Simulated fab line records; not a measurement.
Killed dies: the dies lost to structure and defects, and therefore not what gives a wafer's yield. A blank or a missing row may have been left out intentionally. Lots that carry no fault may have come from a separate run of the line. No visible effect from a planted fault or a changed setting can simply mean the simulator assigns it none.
2 desks looking at one fault :: flow n5-finfet :: every desk sees just its own numbers, and what lay behind them comes last

THE TOOL OWNER'S DESK: euv-scanner-01
The tool's own readings at N5_BEOL_M1_EXPOSE_08 (exposes mask M1): means of the sampled wafers that have a number, for each lot that ran on this tool. Any lot whose mean is over 4 standard deviations away from the usual mean is out of limits and marked OUT; that distance is given in the brackets.
Columns: A = stage-msd-nm at N5_BEOL_M1_EXPOSE_08, usual 0.858 nm
lot: L217
first seen here: day 6 06:20
A: 0.850

lot: L220
first seen here: day 7 03:23
A: 0.851

lot: L221
first seen here: day 7 09:29
A: 0.849

lot: L227
first seen here: day 8 20:10
A: 0.850

lot: L228
first seen here: day 11 13:50
A: 0.854

lot: L238
first seen here: day 11 15:19
A: 0.853

lot: L235
first seen here: day 11 17:10
A: 0.849
Finding of this desk: none of the 7 lots has anything out of limits.

FROM THE METROLOGY DESK
What the gauges read for every lot (on any tool): the sampled wafers with a number, averaged. Any lot whose mean is over 4 standard deviations away from the usual mean is out of limits and marked OUT; that distance is given in the brackets. Of its 11 readings 7 are shown: those that lie furthest out on some lot.
Columns: A = DIBL_P at N5_BEOL_M4_RC_MEAS_101, usual 36.5 mV/V; B = IOFF_N at N5_BEOL_M4_RC_MEAS_101, usual 0.16 nA/um; C = IOFF_P at N5_BEOL_M4_RC_MEAS_101, usual 0.22 nA/um; D = ION_N at N5_BEOL_M4_RC_MEAS_101, usual 675 uA/um; E = ION_P at N5_BEOL_M4_RC_MEAS_101, usual 465 uA/um; F = SS_N at N5_BEOL_M4_RC_MEAS_101, usual 71.5 mV/dec; G = VT_P at N5_BEOL_M4_RC_MEAS_101, usual -249.1 mV
lot: L217
first seen here: day 7 21:03
A: 36.4
B: 0.16
C: 0.25
D: 676
E: 471
F: 71.2
G: -244.4

lot: L219
first seen here: day 8 20:51
A: 37.4
B: 0.16
C: 0.24
D: 681
E: 473
F: 71.5
G: -247.5

lot: L220
first seen here: day 8 22:09
A: 40.4
B: 0.22
C: 0.29
D: 684
E: 472
F: 72.7
G: -246.1

lot: L221
first seen here: day 9 03:23
A: 36.0
B: 0.16
C: 0.20
D: 676
E: 463
F: 71.8
G: -252.1

lot: L227
first seen here: day 10 10:26
A: 34.1
B: 0.13
C: 0.19
D: 673
E: 463
F: 71.2
G: -250.9

lot: L230
first seen here: day 13 09:56
A: 35.1
B: 0.16
C: 0.21
D: 666
E: 460
F: 71.8
G: -249.8

lot: L228
first seen here: day 13 11:40
A: 38.6
B: 0.18
C: 0.24
D: 685
E: 468
F: 72.4
G: -248.1

lot: L235
first seen here: day 13 15:39
A: 38.0
B: 0.17
C: 0.21
D: 679
E: 457
F: 72.3
G: -251.3

lot: L238
first seen here: day 14 00:14
A: 39.4
B: 0.19
C: 0.25
D: 692
E: 475
F: 71.8
G: -248.1

lot: L239
first seen here: day 14 20:30
A: 37.5
B: 0.16
C: 0.22
D: 683
E: 474
F: 71.1
G: -247.4
Finding of this desk: none of the 10 lots has anything out of limits.

TAKEN TOGETHER
The tool owner's desk saw nothing out of limits.
At the metrology desk, nothing out of limits was observed.

WHAT THE SIMULATOR HAD PUT IN
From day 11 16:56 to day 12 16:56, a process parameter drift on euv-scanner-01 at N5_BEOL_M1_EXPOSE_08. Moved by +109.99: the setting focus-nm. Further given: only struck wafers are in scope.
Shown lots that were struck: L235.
